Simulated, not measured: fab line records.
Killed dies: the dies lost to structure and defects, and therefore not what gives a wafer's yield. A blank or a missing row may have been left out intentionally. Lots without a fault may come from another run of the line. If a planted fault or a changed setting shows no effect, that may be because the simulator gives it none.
Which tool did it?    flow n5_finfet    Sampling: 24 lots, 72 wafers, 4 of 1938 route steps

## WHAT THE GAUGES SHOWED, per wafer
N5_BEOL_M13_CD_MEAS_10: the cd target is 190 nm.
lot   measured      on         cd_nm (nm)
L074  day 11 00:44  cd_sem-02  187.8 188.8 187.8
L075  day 11 10:33  cd_sem-01  188.3 189.9 188.9
L077  day 11 12:56  cd_sem-03  189.9 190.5 190.2
L079  day 11 13:25  cd_sem-03  189.8 189.8 190.2
L076  day 11 19:20  cd_sem-02  190.1 189.8 190.2
L078  day 11 21:30  cd_sem-03  190.9 190.7 188.5
L080  day 12 13:35  cd_sem-02  190.2 190.9 189.9
L082  day 12 18:08  cd_sem-03  188.8 190.0 189.9
L081  day 12 21:43  cd_sem-01  190.0 189.9 189.9
L083  day 13 03:01  cd_sem-03  190.8 191.8 191.2
L085  day 13 15:43  cd_sem-03  189.4 189.6 188.4
L086  day 13 22:50  cd_sem-02  189.1 188.3 188.3
L084  day 14 08:05  cd_sem-03  189.3 190.3 190.0
L088  day 14 08:20  cd_sem-02  189.5 190.3 188.2
L087  day 14 17:32  cd_sem-03  190.8 189.8 187.9
L089  day 14 23:18  cd_sem-01  191.0 189.8 189.6
L091  day 15 03:06  cd_sem-02  190.5 190.4 188.7
L090  day 15 03:16  cd_sem-01  189.5 191.0 191.2
L093  day 15 11:07  cd_sem-03  189.9 189.9 190.4
L092  day 15 19:14  cd_sem-02  190.5 189.4 190.8
L094  day 16 07:40  cd_sem-03  191.8 191.0 191.2
L095  day 16 08:23  cd_sem-03  191.0 192.2 191.5
L096  day 16 17:22  cd_sem-01  193.2 193.0 192.7
L097  day 16 22:11  cd_sem-03  189.7 189.0 188.9

N5_BEOL_M13_OVL_MEAS_11.
lot   measured      on          V12_OVL (nm)
L074  day 11 00:46  overlay-02  -2 -3 -6
L075  day 11 10:35  overlay-02  -7 0 -9
L077  day 11 12:58  overlay-01  -4 -3 3
L079  day 11 13:26  overlay-01  -7 -7 -9
L076  day 11 19:22  overlay-02  5 4 -9
L078  day 11 21:32  overlay-02  -3 -2 -4
L080  day 12 13:37  overlay-02  7 5 -7
L082  day 12 18:10  overlay-01  -4 -3 -7
L081  day 12 21:44  overlay-01  -1 -1 -4
L083  day 13 03:03  overlay-02  -3 -6 0
L085  day 13 15:44  overlay-02  5 -2 1
L086  day 13 22:52  overlay-01  -1 1 2
L084  day 14 08:07  overlay-02  -9 -10 -2
L088  day 14 08:22  overlay-02  8 -6 -4
L087  day 14 17:34  overlay-02  -8 5 -5
L089  day 14 23:20  overlay-02  0 6 -6
L091  day 15 03:08  overlay-02  -6 -9 -2
L090  day 15 03:18  overlay-02  -6 -8 1
L093  day 15 11:08  overlay-01  -7 -2 1
L092  day 15 19:16  overlay-01  -9 -13 -13
L094  day 16 07:42  overlay-02  -2 -15 -5
L095  day 16 08:25  overlay-02  -14 -15 -2
L096  day 16 17:24  overlay-01  -4 -6 7
L097  day 16 22:13  overlay-01  -7 0 2

## EACH LOT AND THE TOOL THAT RAN IT (in order: tool; ch and the chambers of the sampled wafers; start)
lot   N5_BEOL_M12_ETCH_67                 N5_BEOL_M12_SPUTTER_43
L074  rie_diel-04 ch 0,2,3, day 10 18:47  pvd_sputter-03, day 10 22:56
L075  rie_diel-06 ch 0,2, day 11 07:14    pvd_sputter-02, day 11 08:44
L077  rie_diel-04 ch 1,2,3, day 11 09:29  pvd_sputter-02, day 11 11:08
L079  rie_diel-05 ch 0,1,2, day 11 09:35  pvd_sputter-03, day 11 11:34
L076  rie_diel-05 ch 0,1,3, day 11 14:02  pvd_sputter-01, day 11 17:22
L078  rie_diel-04 ch 1,2, day 11 15:04    pvd_sputter-03, day 11 19:50
L080  rie_diel-04 ch 1,2,3, day 12 09:13  pvd_sputter-03, day 12 11:56
L082  rie_diel-05 ch 2,3, day 12 15:19    pvd_sputter-03, day 12 16:17
L081  rie_diel-06 ch 0,2,3, day 12 18:50  pvd_sputter-01, day 12 20:04
L083  rie_diel-04 ch 2,3, day 12 23:34    pvd_sputter-02, day 13 01:02
L085  rie_diel-05 ch 0,1,2, day 13 11:29  pvd_sputter-02, day 13 13:55
L086  rie_diel-05 ch 2,3, day 13 19:05    pvd_sputter-01, day 13 21:11
L084  rie_diel-04 ch 1,2,3, day 14 03:03  pvd_sputter-03, day 14 05:59
L088  rie_diel-04 ch 1,2, day 14 03:37    pvd_sputter-01, day 14 06:15
L087  rie_diel-04 ch 0,1,2, day 14 11:05  pvd_sputter-01, day 14 15:52
L089  rie_diel-06 ch 0,1,2, day 14 12:18  pvd_sputter-02, day 14 20:33
L091  rie_diel-05 ch 0,1,3, day 14 20:49  pvd_sputter-03, day 15 01:19
L090  rie_diel-05 ch 0,1,3, day 14 23:10  pvd_sputter-02, day 15 01:29
L093  rie_diel-04 ch 0,1,2, day 15 07:28  pvd_sputter-02, day 15 08:40
L092  rie_diel-04 ch 0,1,3, day 15 15:40  pvd_sputter-01, day 15 16:51
L094  rie_diel-05 ch 1,2, day 16 01:44    pvd_sputter-02, day 16 06:01
L095  rie_diel-04 ch 1,2, day 16 04:55    pvd_sputter-01, day 16 06:32
L096  rie_diel-04 ch 1,3, day 16 12:22    pvd_sputter-02, day 16 15:32
L097  rie_diel-04 ch 1,2,3, day 16 17:12  pvd_sputter-02, day 16 20:03
- N5_BEOL_M12_ETCH_67: etches SiARC in CF4, target depth 143 nm, time 238.3 s.
- N5_BEOL_M12_SPUTTER_43: material TaN, target thk 15 nm, time 24.19 s.

## AS READ BY THE TOOLS THEMSELVES (means over the sampled wafers that have a number; for cases with no such wafer, the mark the record gives instead)
N5_BEOL_M12_ETCH_67.
lot   tool         drypump_motor_current_A (A)  etch_rf_on_time_s (s)  oes_product_au (a.u.)  rf_fwd_power_W (W)  rf_vpp_V (V)  showerhead_plenum_p_Torr (Torr)  throttle_valve_pct (%)
L074  rie_diel-04  5.6                          235.0                  0.73                   543.0               184.6         2.17                             15.51
L075  rie_diel-06  5.7                          237.6                  0.63                   545.2               183.6         2.08                             15.63
L077  rie_diel-04  5.8                          233.9                  0.72                   544.3               184.5         2.17                             15.42
L079  rie_diel-05  5.5                          236.2                  0.69                   543.5               184.7         2.22                             15.38
L076  rie_diel-05  5.5                          238.8                  0.72                   541.7               184.7         2.20                             15.46
L078  rie_diel-04  5.9                          233.3                  0.68                   543.6               184.8         2.16                             15.61
L080  rie_diel-04  5.8                          236.6                  0.71                   541.9               184.3         2.17                             15.45
L082  rie_diel-05  5.8                          236.3                  0.74                   543.6               185.0         2.15                             15.19
L081  rie_diel-06  6.1                          236.5                  0.68                   542.4               184.8         2.14                             15.39
L083  rie_diel-04  5.7                          236.8                  0.71                   541.0               184.5         2.16                             15.45
L085  rie_diel-05  5.5                          239.3                  0.67                   543.2               185.3         2.22                             15.42
L086  rie_diel-05  5.9                          237.9                  0.75                   541.3               184.0         2.12                             15.29
L084  rie_diel-04  5.8                          232.6                  0.69                   542.9               183.6         2.16                             15.48
L088  rie_diel-04  6.0                          238.9                  0.66                   543.8               184.5         2.15                             15.48
L087  rie_diel-04  5.8                          237.6                  0.67                   544.5               184.8         2.15                             15.59
L089  rie_diel-06  6.0                          241.0                  0.63                   543.7               183.8         2.13                             15.63
L091  rie_diel-05  5.6                          241.4                  0.68                   543.4               184.7         2.19                             15.54
L090  rie_diel-05  5.6                          239.7                  0.68                   544.8               184.1         2.19                             15.52
L093  rie_diel-04  5.8                          238.8                  0.66                   542.8               184.0         2.15                             15.59
L092  rie_diel-04  5.7                          236.4                  0.69                   542.8               184.3         2.16                             15.43
L094  rie_diel-05  5.7                          240.4                  0.65                   543.8               184.6         2.18                             15.30
L095  rie_diel-04  6.0                          240.2                  0.65                   544.8               184.5         2.15                             15.52
L096  rie_diel-04  5.9                          239.1                  0.67                   545.1               184.2         2.15                             15.35
L097  rie_diel-04  5.8                          237.0                  0.66                   544.0               184.0         2.15                             15.52

N5_BEOL_M12_SPUTTER_43.
lot   tool            cathode_dc_power_W (W)  chamber_pressure_pa (Pa)  throttle_valve_pct (%)
L074  pvd_sputter-03  15001                   0.12                      30.1
L075  pvd_sputter-02  15000                   0.12                      30.4
L077  pvd_sputter-02  14999                   0.12                      30.3
L079  pvd_sputter-03  15001                   0.12                      29.8
L076  pvd_sputter-01  15001                   0.12                      30.1
L078  pvd_sputter-03  15001                   0.12                      30.8
L080  pvd_sputter-03  14999                   0.12                      30.0
L082  pvd_sputter-03  15001                   0.12                      29.7
L081  pvd_sputter-01  15002                   0.12                      30.0
L083  pvd_sputter-02  15000                   0.12                      29.7
L085  pvd_sputter-02  14997                   0.12                      29.8
L086  pvd_sputter-01  15003                   0.12                      29.5
L084  pvd_sputter-03  15000                   0.12                      29.6
L088  pvd_sputter-01  15000                   0.12                      30.6
L087  pvd_sputter-01  15001                   0.12                      30.6
L089  pvd_sputter-02  14999                   0.12                      29.4
L091  pvd_sputter-03  15001                   0.12                      29.9
L090  pvd_sputter-02  14998                   0.12                      30.4
L093  pvd_sputter-02  15000                   0.12                      30.1
L092  pvd_sputter-01  15002                   0.12                      30.7
L094  pvd_sputter-02  14999                   0.12                      30.1
L095  pvd_sputter-01  14998                   0.12                      31.4
L096  pvd_sputter-02  15000                   0.12                      30.4
L097  pvd_sputter-02  15000                   0.12                      30.3

## THE ANSWER, worked out from the rows above alone
Rule: the lots themselves supply what counts as usual. The widest of any qualifying gaps counts: lots, ordered by their means at a reading, are off when they make up no more than a third of the lots, leave a main group of 4 or more, and stand apart from it by 3 or more times the standard deviation of that group's means. The tables above print the reading to a certain number of digits; a main group whose means all agree to those digits is not used. A lot without any number at a reading at which 4 lots or more have one is off too. Where the step has rows for the other lots, those lots are counted as sound. Order of review: gauges by route order, followed by the tools' own readings, for which a lot's mean as printed above is used. At the first step where some lot is off, the reading lying furthest off is the one used; lots without a number count as furthest.
Across all readings shown, no lot is off: no conclusion can be drawn from this.

## WHAT THE SIMULATOR HAD INSERTED
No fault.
